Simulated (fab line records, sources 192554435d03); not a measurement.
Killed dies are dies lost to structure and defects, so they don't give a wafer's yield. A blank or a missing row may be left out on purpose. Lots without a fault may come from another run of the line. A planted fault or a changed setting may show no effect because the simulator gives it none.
A struck lot beside a sound one | flow n5_finfet | 21 steps out of a route of 1938
Sound: wafers L580.2, L580.3, L580.6. Struck: wafer L586.3. (L586.4, L586.5 of the same lot were not struck and are left out.) The cause comes at the end.
At each step with rows: each side's tool, then ch and its chambers, then its first start. Under that, the readings that differ: sound wafers | struck wafers | difference of the means | sigmas: that difference in standard deviations of wafers without a fault.
alike: readings whose means differ by less than 2 such deviations, and words and numbers that are the same on both sides. not compared: withheld readings, readings that some wafer has no value for, bounds like >300 that may hide the same value, and numbers for which the record gives no deviation and whose values overlap.
The two part at a step that has a row with sigmas, a row that says differs or no value, or rows on one side only. Numbers that don't overlap but have no deviation are shown without sigmas and don't part them. A reading that every wafer of one side lacks parts them only if that side has two wafers or more.

first, 8 steps without rows for these wafers: N5_BEOL_M13_COAT_58 (time 60 s, resist thk 89 nm); N5_BEOL_M13_COAT_04 (resist thk 400 nm); N5_BEOL_M13_EBR_06; N5_BEOL_M13_SOFTBAKE_05 (time 60 s); N5_BEOL_M13_EXPOSE_07 (exposes mask V12); N5_BEOL_M13_PEB_08 (peb time 90 s); N5_BEOL_M13_DEVELOP_09 (develop time 45 s); N5_BEOL_M13_HARDBAKE_14 (time 120 s).
N5_BEOL_M13_CD_MEAS_10: target cd 190 nm.
  sound on cd_sem-03 ch 0, day 11 21:30; struck on cd_sem-03 ch 0, day 14 08:05
  alike: cd_nm
N5_BEOL_M13_OVL_MEAS_11:
  sound on overlay-02 ch 0, day 11 21:32; struck on overlay-02 ch 0, day 14 08:07
  alike: V12_OVL
N5_BEOL_M13_INSPECT_12: inspects for defects (macro).
  sound on defect_inspect-01, day 11 21:33; struck on defect_inspect-02, day 14 08:09
  alike: raw_defect_count
N5_BEOL_M13_DESCUM_15: chemistry O2, time 7.9 s.
  sound on rie_diel-02 ch 0,2, day 11 21:35; struck on rie_diel-03 ch 3, day 14 08:50
  alike: drypump_motor_current_A, oes_product_au, rf_vpp_V, showerhead_plenum_p_Torr, throttle_valve_pct
  not compared: rf_hours_counter_h
N5_BEOL_M13_ETCH_59: etches BARC in N2/H2, target depth 89 nm, overetch 26.7 nm, time 67.9 s.
  sound on rie_diel-02 ch 0,2, day 11 21:37; struck on rie_diel-03 ch 3, day 14 08:53
  reading                                    | sound             | struck | difference | sigmas
  model.coat_of_BEOL_M13_COAT_04.thk_nm (nm) | 317.8 317.2 316.8 | 267.2  | -50.1      |
  alike: drypump_motor_current_A, oes_product_au, rf_vpp_V, showerhead_plenum_p_Torr, throttle_valve_pct
  not compared: rf_hours_counter_h
N5_BEOL_M13_VIA_ETCH_16: etches SiOC in C4F8/O2/Ar, target depth 921.7 nm.
  sound on rie_diel-02 ch 0,2, day 11 21:40; struck on rie_diel-03 ch 3, day 14 08:56
  reading                                    | sound          | struck | difference | sigmas
  model.coat_of_BEOL_M13_COAT_04.thk_nm (nm) | 72.6 71.4 68.6 | 17.4   | -53.5      |
  alike: drypump_motor_current_A, he_inner_torr, oes_product_au, rf_vpp_V, showerhead_plenum_p_Torr, throttle_valve_pct
N5_BEOL_M13_STRIP_63: strips in N2/H2.
  sound on plasma_asher-02 ch 1, day 11 21:55; struck on plasma_asher-02 ch 0, day 14 09:11
  reading                      | sound             | struck | difference | sigmas
  oes_product_au (a.u.)        | 0.676 0.668 0.682 | 0.521  | -0.154     | -31
  strip_time_to_endpoint_s (s) | 28.4 28.1 27.3    | 10.5   | -17.4      | -18
  alike: drypump_motor_current_A, heater_power_w
  not compared: rf_hours_counter_h
N5_BEOL_M13_STRIP_64: strips in N2/H2.
  sound on plasma_asher-02 ch 1, day 11 21:58; struck on plasma_asher-02 ch 0, day 14 09:14
  alike: drypump_motor_current_A, heater_power_w, oes_product_au, strip_time_to_endpoint_s
  not compared: rf_hours_counter_h
then, 2 steps without rows for these wafers: N5_BEOL_M13_STRIP_71 (strips in post etch residue remover, time 60 s); N5_BEOL_M13_SRD_72 (time 30 s, dry time 30 s).
N5_BEOL_M13_CD_MEAS_17: target cd 190 nm.
  sound on cd_sem-02, day 11 22:07; struck on cd_sem-03, day 14 09:22
  reading    | sound             | struck | difference | sigmas
  cd_nm (nm) | 191.5 189.8 190.8 | 200.3  | +9.6       | +7
then, 2 steps without rows for these wafers: N5_BEOL_M13_COAT_65 (time 60 s, resist thk 350 nm); N5_PASSIVATION_PROBE_49.

WHERE THEY PART
First at N5_BEOL_M13_STRIP_63; last, within this record, at N5_BEOL_M13_CD_MEAS_17.

WHY: what the simulator had put in
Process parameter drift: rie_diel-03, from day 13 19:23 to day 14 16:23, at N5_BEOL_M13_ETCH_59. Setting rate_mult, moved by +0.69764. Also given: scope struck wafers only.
